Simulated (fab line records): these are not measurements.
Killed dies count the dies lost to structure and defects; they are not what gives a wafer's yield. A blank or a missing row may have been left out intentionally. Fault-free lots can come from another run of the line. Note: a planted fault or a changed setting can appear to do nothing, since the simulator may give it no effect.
Split-lot trial	flow n5-finfet	21 wafers read from 7 lots, route of 1938 steps

## ON THE SPLIT
At N5_GATE_CUT_ETCH_56 (etches TiN in Cl2/Ar, target depth 21.6 nm), the setting icp-w was moved away from the recipe's 600 W on 6 of the 21 wafers read, by -10.5% to +8.5%. This setting was run at the recipe's value on the other wafers.

Reading taken at the split's own step.

## THE READING
etch.depth-nm (the simulator's own value, which no gauge read), in nm, at N5_GATE_CUT_ETCH_56 (etches TiN in Cl2/Ar, target depth 21.6 nm). There is no usual value for it anywhere in the file. Across the 15 wafers here that went through the recipe, the average is 21.82 nm and the standard deviation 0.24 nm.

wafer	tool, chamber at the split	icp-w as run, W	against the recipe	etch.depth-nm, nm	against lot-mates on the recipe
L075.2	rie-metal-03, 0	600	recipe	21.6	-
L075.3	rie-metal-03, 0	600	recipe	21.32	-
L075.4	rie-metal-03, 1	600	recipe	21.73	-
L077.1	rie-metal-02, 1	600	recipe	21.99	-
L077.3	rie-metal-02, 1	537.3	-10.5%	20.19	-1.75
L077.4	rie-metal-02, 0	600	recipe	21.89	-
L078.1	rie-metal-02, 0	600	recipe	21.74	-
L078.3	rie-metal-02, 0	600	recipe	21.89	-
L078.6	rie-metal-02, 0	600	recipe	21.8	-
L084.2	rie-metal-01, 0	600	recipe	22.24	-
L084.4	rie-metal-01, 1	540.7	-9.9%	19.87	-2.37
L084.6	rie-metal-01, 1	540.7	-9.9%	19.59	-2.65
L087.1	rie-metal-01, 1	600	recipe	21.7	-
L087.5	rie-metal-01, 1	600	recipe	21.46	-
L087.6	rie-metal-01, 0	600	recipe	22	-
L088.2	rie-metal-02, 1	600	recipe	21.98	-
L088.3	rie-metal-02, 1	628.2	+4.7%	23.1	+1.12
L088.6	rie-metal-02, 0	628.2	+4.7%	22.75	+0.77
L091.1	rie-metal-02, 0	600	recipe	21.85	-
L091.4	rie-metal-02, 1	600	recipe	22.18	-
L091.6	rie-metal-02, 0	651.3	+8.5%	23.39	+1.38

THE FIT
A straight line over all 21 wafers: etch.depth-nm changes by +0.195 nm for each +1% of icp-w; r = +0.96; the points scatter about the line by 0.26 nm.
The same after taking each lot's own level away (the mean of its wafers on the recipe; 21 wafers): +0.209 nm for each +1%; r = +0.97; scatter 0.24 nm.
Per that fit: largest icp-w move, reading shift of 2.2 nm.
From 21.550 to 22.240 nm: that is the span of the lots' own levels, equal to 2.9 times the standard deviation above.
Consequently the slope shifts little with the lot-to-lot level, the two slopes agreeing.
Check: -2.41 nm against its lot-mates is what the line predicts for one of the wafers moved furthest among these (-10.5%) when that wafer is left out of the fit. Against them it came out at -1.75 nm.

## FURTHER SPLITS ON THESE WAFERS
Note: prior to the reading, these wafers also went through further splits. Each is held against what the fit with the lots' levels taken away leaves over:
other split on the same wafers	wafers away from the commonest value	r with etch.depth-nm (lot level and that fit taken away)
N5_ILD0_CMP_03 down-force-psi	5	-0.17
N5_ILD0_ALD_15 ald-cycles	8	+0.13

## THE FILE'S OWN FIT
etch.depth-nm changes by +0.196 nm for each +1% of icp-w, r = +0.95.
